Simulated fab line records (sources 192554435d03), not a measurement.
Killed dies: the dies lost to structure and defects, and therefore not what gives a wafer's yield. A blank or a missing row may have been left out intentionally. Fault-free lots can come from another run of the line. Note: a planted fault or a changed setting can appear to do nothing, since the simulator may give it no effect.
fab line records	flow n5_finfet	part 2 of 2: steps 6 to 6 of 6
[record] lots = 9	wafers = 27	last_day = 17
route steps=1938 shown BEOL_M1@768 BEOL_M4@1111 PASSIVATION@1936
lots untouched by any fault: they come from a run of this same line in which no faults occurred
start_h: hours from the record's first day to the start of the lot's first wafer shown	wait_h: hours since the lot's step before	" as in the row above	L1.1+2: a single row standing in for several wafers	- value missing, or start not given	* or withheld: withheld	< > ~ a bound
route shown NAME@n: NAME is a module with steps in the file, n the number in the route of the first one	usual: mean/standard deviation taken from wafers without a fault	same: alike in all rows	chamber/n: place in a boat	sites: per-site readings	_std_site: the standard deviation of these	_edge_site: inner sites' mean taken away from outer sites' mean	radius_mm: how far each site lies from the wafer's centre	mask NAME#n: copy n	behind: tool/chamber where the wafer was last shaped	hold: what put the lot on hold/how long, in hours/how the hold closed	device: whichever transistor did not switch (one of n, p or np)	end of line: tests of these same wafers at the route's end	a step given without rows: its recipe and nothing more	killed: count of dies lost to structure and defects at first sort (not the wafer's yield)	map: per-die view of a wafer (x killed, . not killed, _ where there is no die)
set.NAME: the setting the step ran with; set.NAME@STEP: the setting that earlier step ran with	model.NAME: the simulator's own value behind a step, which no gauge read
the route's steps for a sample of lots (tables are steps, rows are wafers)
services: the hour from which a tool's chamber was out of use, counted from the record's first day as start_h (under 0 if before that day), plus the number of hours and why
[[steps]]
[step N5_PASSIVATION_PROBE_49]
[usual] defect_limited_yield = 91.5/1.5	killed_at_M0_to_M3 = 32/9.4	killed_at_M4_up = 12/5.1	killed_at_contacts = 11/7.4	killed_at_front_end = 41/11	killed_at_other = 3.4/2.5	killed_dies = 100/17	killed_on_rim = 13/4.4	killed_open = 65/14	killed_short = 33/7	sort_bin_5_function = 4.9/0.96	sort_bin_6_memory = 3.1/0.7	sort_bin_8_speed = 0.00/0.01	sort_n_pass = 1080/17	sort_yield_pct = 91.5/1.5
[same] gross_dies = 1180	killed_at_back_side = 0	sort_bin_4_leakage[%] = 0
lot.wafer	tool	chamber	start_h	wait_h	defect_limited_yield[%]	killed_at_M0_to_M3	killed_at_M4_up	killed_at_contacts	killed_at_front_end	killed_at_other	killed_dies	killed_on_rim	killed_open	killed_short	sort_bin_5_function[%]	sort_bin_6_memory[%]	sort_bin_8_speed[%]	sort_n_pass	sort_yield_pct[%]
L806.1	prober-02	-	289.72	0.0	88.5	30	14	7	79	6	136	21	77	58	7.1	3.8	0	1044	88.5
L806.3	prober-02	-	289.82	0.1	89.3	31	16	9	64	6	126	21	81	43	5.7	4.7	0	1054	89.3
L806.6	prober-02	-	289.97	0.3	91.6	27	18	15	33	6	99	13	65	32	5.3	2.7	0	1081	91.6
L812.3	prober-02	-	305.21	0.1	88.3	45	15	6	71	1	138	32	99	34	7.1	3.6	0	1042	88.3
L812.4	prober-02	-	305.26	0.2	90.1	52	23	11	29	2	117	20	74	40	6.6	2.9	0	1063	90.1
L812.5	prober-02	-	305.31	0.2	89.2	47	7	4	69	0	127	22	89	33	5.8	4.2	0	1053	89.2
L813.2	prober-02	-	317.66	0.1	89.6	40	19	20	44	0	123	17	83	39	5.4	4.3	0	1057	89.6
L813.3	prober-02	-	317.71	0.1	90.3	47	14	18	35	1	115	14	80	33	5.2	4.0	0	1065	90.3
L813.6	prober-02	-	317.86	0.3	89.4	45	13	13	54	0	125	7	85	37	5.8	4.7	0	1055	89.4
L816.1	prober-02	-	339.74	0.0	91.7	40	15	6	30	7	98	16	67	30	5.1	2.9	0	1082	91.7
L816.2	prober-02	-	339.79	0.1	91.5	26	15	7	51	1	100	15	65	35	6.0	2.3	0	1080	91.5
L816.4	prober-02	-	339.89	0.2	91.4	28	8	14	51	1	102	15	68	33	4.9	3.4	0	1078	91.4
L818.1	prober-02	-	342.71	0.0	93.7	18	8	7	40	1	74	13	43	30	3.7	2.4	0	1106	93.7
L818.4	prober-02	-	342.86	0.2	92.6	29	18	5	34	1	87	10	57	28	4.5	2.6	0	1093	92.6
L818.6	prober-02	-	342.96	0.3	93.2	22	12	4	41	1	80	9	56	24	3.5	2.8	0	1100	93.2
L817.1	prober-02	-	349.82	0.0	90.6	35	7	18	51	0	111	13	75	34	5.8	3.1	0	1069	90.6
L817.4	prober-02	-	349.97	0.2	90.9	43	8	9	41	6	107	11	59	48	5.1	3.4	0.08	1072	90.8
L817.6	prober-02	-	350.07	0.3	90.7	38	15	21	34	2	110	14	87	23	5.8	3.1	0	1070	90.7
L819.1	prober-02	-	350.99	0.0	91.8	50	12	4	27	4	97	11	57	34	5.1	2.4	0	1083	91.8
L819.3	prober-02	-	351.09	0.1	92.2	32	17	11	24	8	92	11	59	31	3.9	3.9	0	1088	92.2
L819.4	prober-02	-	351.14	0.2	91.8	44	11	7	31	4	97	9	60	30	4.5	2.9	0	1083	91.8
L824.2	prober-02	-	388.78	0.1	92.4	30	16	3	35	6	90	8	70	19	5.1	2.5	0	1090	92.4
L824.3	prober-02	-	388.83	0.1	91.3	44	8	16	31	4	103	14	77	26	5.3	3.1	0	1077	91.3
L824.4	prober-02	-	388.88	0.2	91.7	31	11	7	42	7	98	15	64	26	4.9	2.5	0	1082	91.7
L825.2	prober-02	-	401.10	0.1	93.4	19	11	1	45	2	78	8	46	32	3.9	2.4	0	1102	93.4
L825.3	prober-02	-	401.15	0.1	92.3	36	14	8	33	0	91	7	62	29	4.9	2.5	0	1089	92.3
L825.6	prober-02	-	401.30	0.3	93.1	39	13	4	23	2	81	15	53	27	4.2	2.3	0	1099	93.1
// killed by level:class
L806.1 FIN_SAQP:geometric_particle:open=18 STI_FIN_REVEAL:geometric_particle:open=18 GATE_CUT:geometric_particle:short=16 FIN_SAQP:geometric_particle:short=10 BEOL_M0_SAQP:geometric_particle:open=10 BEOL_M0_SAQP:geometric_particle:short=10 BEOL_M3:geometric_particle:open=5 STI_FIN_REVEAL:geometric_particle:short=5
L806.3 STI_FIN_REVEAL:geometric_particle:open=14 GATE_CUT:geometric_particle:short=14 BEOL_M3:geometric_particle:open=14 FIN_SAQP:geometric_particle:open=11 BEOL_M4:geometric_particle:open=9 BEOL_M0_SAQP:geometric_particle:open=6 DUMMY_GATE:geometric_particle:open=5 GATE_CUT:geometric_particle:open=5
L806.6 MOL_CONTACT_COAG:geometric_particle:open=13 STI_FIN_REVEAL:geometric_particle:open=9 GATE_CUT:geometric_particle:short=8 BEOL_M2:geometric_particle:open=7 BEOL_M3:geometric_particle:open=6 BEOL_M5:geometric_particle:short=5 STI_FIN_REVEAL:geometric_particle:short=5 BEOL_M0_SAQP:geometric_particle:open=5
L812.3 FIN_SAQP:geometric_particle:open=24 BEOL_M1:geometric_particle:open=12 STI_FIN_REVEAL:geometric_particle:open=11 BEOL_M2:geometric_particle:open=9 FIN_SAQP:geometric_particle:short=7 STI_FIN_REVEAL:geometric_particle:short=7 BEOL_M0_SAQP:geometric_particle:open=7 GATE_CUT:geometric_particle:open=6
L812.4 BEOL_M0_SAQP:geometric_particle:open=14 BEOL_M0_SAQP:geometric_particle:short=13 BEOL_M4:geometric_particle:open=13 BEOL_M2:geometric_particle:open=10 FIN_SAQP:geometric_particle:open=9 MOL_CONTACT_COAG:geometric_particle:open=7 STI_FIN_REVEAL:geometric_particle:open=5 BEOL_M5:geometric_particle:open=5
L812.5 BEOL_M2:geometric_particle:open=22 FIN_SAQP:geometric_particle:open=20 FIN_SAQP:geometric_particle:short=14 BEOL_M0_SAQP:geometric_particle:open=8 BEOL_M1:geometric_particle:open=7 GATE_CUT:geometric_particle:short=7 STI_FIN_REVEAL:geometric_particle:open=6 DUMMY_GATE:geometric_particle:open=5
L813.2 MOL_CONTACT_COAG:geometric_particle:open=14 STI_FIN_REVEAL:geometric_particle:open=9 BEOL_M0_SAQP:geometric_particle:short=7 BEOL_M2:geometric_particle:open=7 BEOL_M4:geometric_particle:open=7 DUMMY_GATE:geometric_particle:open=6 MOL_CONTACT_COAG:geometric_particle:short=6 FIN_SAQP:geometric_particle:short=5
L813.3 MOL_CONTACT_COAG:geometric_particle:open=15 BEOL_M3:geometric_particle:open=12 BEOL_M1:geometric_particle:open=11 FIN_SAQP:geometric_particle:open=10 STI_FIN_REVEAL:geometric_particle:open=8 BEOL_M0_SAQP:geometric_particle:short=5 BEOL_M0_SAQP:geometric_particle:open=5 BEOL_M1:geometric_particle:short=5
L813.6 FIN_SAQP:geometric_particle:open=13 MOL_CONTACT_COAG:geometric_particle:open=13 BEOL_M1:geometric_particle:open=11 BEOL_M1:geometric_particle:short=8 STI_FIN_REVEAL:geometric_particle:open=7 ILD0:geometric_particle:open=7 BEOL_M0_SAQP:geometric_particle:short=7 BEOL_M2:geometric_particle:open=5
L816.1 BEOL_M0_SAQP:geometric_particle:short=12 BEOL_M0_SAQP:geometric_particle:open=12 BEOL_M1:geometric_particle:open=7 BEOL_M4:geometric_particle:open=6 PASS1_DEP:geometric_particle:open=6 DUMMY_GATE:geometric_particle:open=5 MOL_CONTACT_COAG:geometric_particle:open=5 BEOL_M3:geometric_particle:open=5
L816.2 STI_FIN_REVEAL:geometric_particle:open=14 FIN_SAQP:geometric_particle:short=12 BEOL_M0_SAQP:geometric_particle:short=8 BEOL_M0_SAQP:geometric_particle:open=8 FIN_SAQP:geometric_particle:open=7 MOL_CONTACT_COAG:geometric_particle:open=5 DUMMY_GATE:geometric_particle:open=4 GATE_CUT:geometric_particle:open=4
L816.4 FIN_SAQP:geometric_particle:open=15 MOL_CONTACT_COAG:geometric_particle:open=13 FIN_SAQP:geometric_particle:short=10 BEOL_M0_SAQP:geometric_particle:open=9 STI_FIN_REVEAL:geometric_particle:open=4 DUMMY_GATE:geometric_particle:open=4 BEOL_M2:geometric_particle:open=4 BEOL_M0_SAQP:geometric_particle:short=3
L818.1 BEOL_M2:geometric_particle:open=9 STARTING-WAFER:geometric_particle:short=7 GATE_CUT:geometric_particle:short=7 STI_FIN_REVEAL:geometric_particle:open=6 MOL_CONTACT_COAG:geometric_particle:open=5 DUMMY_GATE:geometric_particle:open=4 FIN_SAQP:geometric_particle:short=3 FIN_SAQP:geometric_particle:open=3
L818.4 GATE_CUT:geometric_particle:short=11 BEOL_M4:geometric_particle:open=11 BEOL_M2:geometric_particle:open=10 GATE_CUT:geometric_particle:open=7 BEOL_M0_SAQP:geometric_particle:open=6 STI_FIN_REVEAL:geometric_particle:open=5 MOL_CONTACT_COAG:geometric_particle:open=4 BEOL_M0_SAQP:geometric_particle:short=4
L818.6 BEOL_M2:geometric_particle:open=14 FIN_SAQP:geometric_particle:open=12 BEOL_M4:geometric_particle:open=6 FIN_SAQP:geometric_particle:short=4 DUMMY_GATE:geometric_particle:open=4 GATE_CUT:geometric_particle:short=4 BEOL_M7:geometric_particle:open=4 GATE_CUT:geometric_particle:open=3
L817.1 FIN_SAQP:geometric_particle:open=17 MOL_CONTACT_COAG:geometric_particle:open=14 BEOL_M1:geometric_particle:open=12 FIN_SAQP:geometric_particle:short=9 GATE_CUT:geometric_particle:short=6 BEOL_M3:geometric_particle:open=6 BEOL_M2:geometric_particle:open=5 DUMMY_GATE:geometric_particle:open=4
L817.4 FIN_SAQP:geometric_particle:short=17 BEOL_M0_SAQP:geometric_particle:open=12 FIN_SAQP:geometric_particle:open=11 BEOL_M0_SAQP:geometric_particle:short=8 BEOL_M3:geometric_particle:open=8 MOL_CONTACT_COAG:geometric_particle:open=6 BEOL_M1:geometric_particle:open=4 PASS1_CAP:geometric_particle:short=4
L817.6 MOL_CONTACT_COAG:geometric_particle:open=17 FIN_SAQP:geometric_particle:open=10 BEOL_M0_SAQP:geometric_particle:open=9 BEOL_M2:geometric_particle:open=8 FIN_SAQP:geometric_particle:short=7 BEOL_M3:geometric_particle:open=7 BEOL_M5:geometric_particle:open=6 BEOL_M1:geometric_particle:open=6
L819.1 BEOL_M0_SAQP:geometric_particle:short=15 BEOL_M0_SAQP:geometric_particle:open=11 BEOL_M4:geometric_particle:open=7 BEOL_M1:geometric_particle:open=6 HKMG_FIN:area_etch=6 STI_FIN_REVEAL:geometric_particle:open=5 BEOL_M3:geometric_particle:open=5 MOL_CONTACT_COAG:geometric_particle:open=4
L819.3 BEOL_M0_SAQP:geometric_particle:open=12 BEOL_M3:geometric_particle:open=11 FIN_SAQP:geometric_particle:short=7 MOL_CONTACT_COAG:geometric_particle:open=7 PAD_METAL:geometric_particle:short=7 FIN_SAQP:geometric_particle:open=6 BEOL_M5:geometric_particle:open=5 MOL_CONTACT_COAG:geometric_particle:short=4
L819.4 BEOL_M1:geometric_particle:open=16 FIN_SAQP:geometric_particle:short=8 BEOL_M3:geometric_particle:open=8 MOL_CONTACT_COAG:geometric_particle:open=6 BEOL_M0_SAQP:geometric_particle:open=6 HKMG_FIN:area_etch=6 FIN_SAQP:geometric_particle:open=5 BEOL_M0_SAQP:geometric_particle:short=5
L824.2 STI_FIN_REVEAL:geometric_particle:open=8 BEOL_M1:geometric_particle:open=8 BEOL_M3:geometric_particle:open=6 BEOL_M4:geometric_particle:open=6 DUMMY_GATE:geometric_particle:open=5 BEOL_M0_SAQP:geometric_particle:open=5 STARTING-WAFER:geometric_particle:open=5 FIN_SAQP:geometric_particle:open=4
L824.3 MOL_CONTACT_COAG:geometric_particle:open=15 BEOL_M0_SAQP:geometric_particle:short=10 BEOL_M3:geometric_particle:open=10 GATE_CUT:geometric_particle:open=7 GATE_CUT:geometric_particle:short=7 BEOL_M1:geometric_particle:open=7 FIN_SAQP:geometric_particle:open=6 BEOL_M0_SAQP:geometric_particle:open=6
L824.4 BEOL_M2:geometric_particle:open=13 STI_FIN_REVEAL:geometric_particle:open=10 BEOL_M3:geometric_particle:open=7 GATE_CUT:geometric_particle:short=6 MOL_CONTACT_COAG:geometric_particle:open=6 BEOL_M0_SAQP:geometric_particle:open=6 BEOL_M4:geometric_particle:open=6 HKMG_FIN:area_etch=6
L825.2 FIN_SAQP:geometric_particle:short=17 FIN_SAQP:geometric_particle:open=14 BEOL_M0_SAQP:geometric_particle:short=5 BEOL_M0_SAQP:geometric_particle:open=4 BEOL_M1:geometric_particle:open=4 BEOL_M3:geometric_particle:open=4 STI_FIN_REVEAL:geometric_particle:short=3 BEOL_M4:geometric_particle:open=3
L825.3 BEOL_M0_SAQP:geometric_particle:open=12 FIN_SAQP:geometric_particle:short=8 BEOL_M4:geometric_particle:open=8 FIN_SAQP:geometric_particle:open=6 DUMMY_GATE:geometric_particle:open=6 MOL_CONTACT_COAG:geometric_particle:open=5 BEOL_M0_SAQP:geometric_particle:short=5 BEOL_M1:geometric_particle:short=5
L825.6 BEOL_M0_SAQP:geometric_particle:open=10 BEOL_M3:geometric_particle:open=8 DUMMY_GATE:geometric_particle:open=7 BEOL_M1:geometric_particle:open=6 BEOL_M1:geometric_particle:short=5 BEOL_M4:geometric_particle:open=5 MOL_CONTACT_COAG:geometric_particle:open=4 GATE_CUT:geometric_particle:short=4
[[services]]
tool	chamber	start_h	hours	kind
rie_diel-01	1	140.00	12.9	repair
ald_sin-03	0	150.53	8.9	repair
rie_diel-05	-	159.79	0.5	repair
ald_sin-04	-	177.17	14.0	pm
ald_sin-04	0	177.17	14.0	vent_cycle
ald_sin-04	1	177.17	14.0	vent_cycle
ald_sin-04	2	177.17	14.0	vent_cycle
rie_diel-03	0	181.89	7.9	repair
ald_sin-02	-	207.28	6.1	pm
rie_diel-01	3	211.88	14.8	repair
ald_sin-04	2	230.19	1.8	repair
rie_diel-01	2	230.42	-	clean
rie_diel-01	2	230.42	-	consumable_replace:focus_ring
rie_diel-01	2	230.42	13.2	scheduled_down
rie_diel-01	2	230.42	13.2	vent_cycle
rie_diel-03	3	232.01	2.0	repair
rie_diel-03	3	245.09	-	clean
rie_diel-03	3	245.09	-	consumable_replace:focus_ring
rie_diel-03	3	245.09	17.9	scheduled_down
rie_diel-03	3	245.09	17.9	vent_cycle
ald_sin-02	3	256.96	3.4	repair
ald_sin-03	3	257.28	54.2	repair
ald_sin-03	0	265.29	12.3	repair
rie_diel-03	3	266.40	4.3	repair
